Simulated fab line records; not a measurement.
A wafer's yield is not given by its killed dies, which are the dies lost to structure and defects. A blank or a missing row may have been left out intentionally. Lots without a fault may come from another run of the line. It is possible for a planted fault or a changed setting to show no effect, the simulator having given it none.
Split-lot study :: flow n5_finfet :: route with 1938 steps; 7 lots, 21 wafers read

## ABOUT THE SPLIT
At N5_BEOL_M1_PECVD_72 (deposits SiO2 from TEOS/O2, target thk 16 nm, time 18 s), the setting temp_c was moved away from the recipe's 400 C on 10 of the 21 wafers read, by -2.0% to +3.6%. All remaining wafers had this setting at the recipe value.

The reading comes from the split's own step.

## THE READING
SiO2_of_BEOL_M1_PECVD_72.thk_nm (the simulator's own value, which no gauge read), in nm, at N5_BEOL_M1_PECVD_72 (deposits SiO2 from TEOS/O2, target thk 16 nm, time 18 s). No usual value for it is given in the file. Average 15.8 nm, standard deviation 0.27 nm, over the 11 wafers here run with the recipe.

wafer: L074.1
tool, chamber at the split: pecvd-03, 0,1
temp_c as run, C: 400
against the recipe: recipe
SiO2_of_BEOL_M1_PECVD_72.thk_nm, nm: 15.6
against lot-mates on the recipe: -

wafer: L074.2
tool, chamber at the split: pecvd-03, 0,1
temp_c as run, C: 400
against the recipe: recipe
SiO2_of_BEOL_M1_PECVD_72.thk_nm, nm: 15.6
against lot-mates on the recipe: -

wafer: L074.5
tool, chamber at the split: pecvd-03, 0
temp_c as run, C: 400
against the recipe: recipe
SiO2_of_BEOL_M1_PECVD_72.thk_nm, nm: 16
against lot-mates on the recipe: -

wafer: L079.3
tool, chamber at the split: pecvd-04, 1
temp_c as run, C: 409.8
against the recipe: +2.4%
SiO2_of_BEOL_M1_PECVD_72.thk_nm, nm: 14.6
against lot-mates on the recipe: -1.4

wafer: L079.4
tool, chamber at the split: pecvd-04, 0
temp_c as run, C: 409.8
against the recipe: +2.4%
SiO2_of_BEOL_M1_PECVD_72.thk_nm, nm: 14.8
against lot-mates on the recipe: -1.2

wafer: L079.5
tool, chamber at the split: pecvd-04, 1
temp_c as run, C: 400
against the recipe: recipe
SiO2_of_BEOL_M1_PECVD_72.thk_nm, nm: 16
against lot-mates on the recipe: -

wafer: L080.3
tool, chamber at the split: pecvd-02, 1
temp_c as run, C: 400
against the recipe: recipe
SiO2_of_BEOL_M1_PECVD_72.thk_nm, nm: 15.6
against lot-mates on the recipe: -

wafer: L080.5
tool, chamber at the split: pecvd-02, 0
temp_c as run, C: 400
against the recipe: recipe
SiO2_of_BEOL_M1_PECVD_72.thk_nm, nm: 15.8
against lot-mates on the recipe: -

wafer: L080.6
tool, chamber at the split: pecvd-02, 2
temp_c as run, C: 394.8
against the recipe: -1.3%
SiO2_of_BEOL_M1_PECVD_72.thk_nm, nm: 16.6
against lot-mates on the recipe: +0.9

wafer: L081.1
tool, chamber at the split: pecvd-03, 2,0
temp_c as run, C: 391.9
against the recipe: -2.0%
SiO2_of_BEOL_M1_PECVD_72.thk_nm, nm: 17
against lot-mates on the recipe: +1.0

wafer: L081.2
tool, chamber at the split: pecvd-03, 2,0
temp_c as run, C: 391.9
against the recipe: -2.0%
SiO2_of_BEOL_M1_PECVD_72.thk_nm, nm: 17
against lot-mates on the recipe: +1.0

wafer: L081.3
tool, chamber at the split: pecvd-03, 1
temp_c as run, C: 400
against the recipe: recipe
SiO2_of_BEOL_M1_PECVD_72.thk_nm, nm: 16
against lot-mates on the recipe: -

wafer: L089.1
tool, chamber at the split: pecvd-02, 0
temp_c as run, C: 400
against the recipe: recipe
SiO2_of_BEOL_M1_PECVD_72.thk_nm, nm: 15.4
against lot-mates on the recipe: -

wafer: L089.2
tool, chamber at the split: pecvd-02, 1
temp_c as run, C: 400
against the recipe: recipe
SiO2_of_BEOL_M1_PECVD_72.thk_nm, nm: 15.8
against lot-mates on the recipe: -

wafer: L089.6
tool, chamber at the split: pecvd-02, 0
temp_c as run, C: 414.4
against the recipe: +3.6%
SiO2_of_BEOL_M1_PECVD_72.thk_nm, nm: 14.2
against lot-mates on the recipe: -1.4

wafer: L092.2
tool, chamber at the split: pecvd-03, 2
temp_c as run, C: 400
against the recipe: recipe
SiO2_of_BEOL_M1_PECVD_72.thk_nm, nm: 16
against lot-mates on the recipe: -

wafer: L092.4
tool, chamber at the split: pecvd-03, 2
temp_c as run, C: 400
against the recipe: recipe
SiO2_of_BEOL_M1_PECVD_72.thk_nm, nm: 16.4
against lot-mates on the recipe: -

wafer: L092.5
tool, chamber at the split: pecvd-03, 0
temp_c as run, C: 392.6
against the recipe: -1.8%
SiO2_of_BEOL_M1_PECVD_72.thk_nm, nm: 16.4
against lot-mates on the recipe: +0.2

wafer: L094.1
tool, chamber at the split: pecvd-04, 1
temp_c as run, C: 411.6
against the recipe: +2.9%
SiO2_of_BEOL_M1_PECVD_72.thk_nm, nm: 14.2
against lot-mates on the recipe: no lot-mate on the recipe

wafer: L094.3
tool, chamber at the split: pecvd-04, 2
temp_c as run, C: 411.6
against the recipe: +2.9%
SiO2_of_BEOL_M1_PECVD_72.thk_nm, nm: 14.4
against lot-mates on the recipe: no lot-mate on the recipe

wafer: L094.6
tool, chamber at the split: pecvd-04, 2
temp_c as run, C: 411.6
against the recipe: +2.9%
SiO2_of_BEOL_M1_PECVD_72.thk_nm, nm: 14.6
against lot-mates on the recipe: no lot-mate on the recipe
Where a row lists several chambers, the file gives one row for several wafers and doesn't say which wafer went through which chamber.

FIT RESULTS
A straight line over all 21 wafers: SiO2_of_BEOL_M1_PECVD_72.thk_nm changes by -0.486 nm for each +1% of temp_c; r = -0.96; the points scatter about the line by 0.24 nm.
The same after taking each lot's own level away (the mean of its wafers on the recipe; 18 wafers): -0.444 nm for each +1%; r = -0.94; scatter 0.24 nm.
On that fit, the largest move of temp_c shifts the reading by 1.6 nm.
Measured against the standard deviation above, the lots' own levels, which go from 15.60 to 16.20 nm, span 2.2 times it.
Consequently the slope shifts little with the lot-to-lot level, the two slopes agreeing.
Check: for one of the wafers moved furthest among these (+3.6%), held out of the fit, the line's prediction against its lot-mates is -1.75 nm. It came out at -1.4 nm against them.

## FURTHER SPLITS ON THESE WAFERS
These wafers also went through other splits before the reading. Each is held against what the fit with the lots' levels taken away leaves over:
other split on the same wafers: N5_FIN_SAQP_ETCH_65 time_s
wafers away from the commonest value: 9
r with SiO2_of_BEOL_M1_PECVD_72.thk_nm (lot level and that fit taken away): -0.17

other split on the same wafers: N5_SD_EPI_N_PEB_07 peb_time_s
wafers away from the commonest value: 8
r with SiO2_of_BEOL_M1_PECVD_72.thk_nm (lot level and that fit taken away): -0.29

other split on the same wafers: N5_SD_EPI_N_ETCH_35 source_w
wafers away from the commonest value: 6
r with SiO2_of_BEOL_M1_PECVD_72.thk_nm (lot level and that fit taken away): -0.21

other split on the same wafers: N5_SD_EPI_P_ETCH_16 target_depth_a
wafers away from the commonest value: 4
r with SiO2_of_BEOL_M1_PECVD_72.thk_nm (lot level and that fit taken away): +0.52

other split on the same wafers: N5_SD_EPI_P_EPI_21 temp_c
wafers away from the commonest value: 6
r with SiO2_of_BEOL_M1_PECVD_72.thk_nm (lot level and that fit taken away): +0.26

other split on the same wafers: N5_MOL_CONTACT_COAG_ALD_27 ald_cycles
wafers away from the commonest value: 7
r with SiO2_of_BEOL_M1_PECVD_72.thk_nm (lot level and that fit taken away): +0.13

other split on the same wafers: N5_MOL_CONTACT_COAG_ETCH_124 source_w
wafers away from the commonest value: 4
r with SiO2_of_BEOL_M1_PECVD_72.thk_nm (lot level and that fit taken away): +0.07

other split on the same wafers: N5_BEOL_M0_SAQP_ETCH_84 time_s
wafers away from the commonest value: 6
r with SiO2_of_BEOL_M1_PECVD_72.thk_nm (lot level and that fit taken away): +0.00

## FILE'S OWN FIT
SiO2_of_BEOL_M1_PECVD_72.thk_nm changes by -0.418 nm for each +1% of temp_c, r = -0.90.
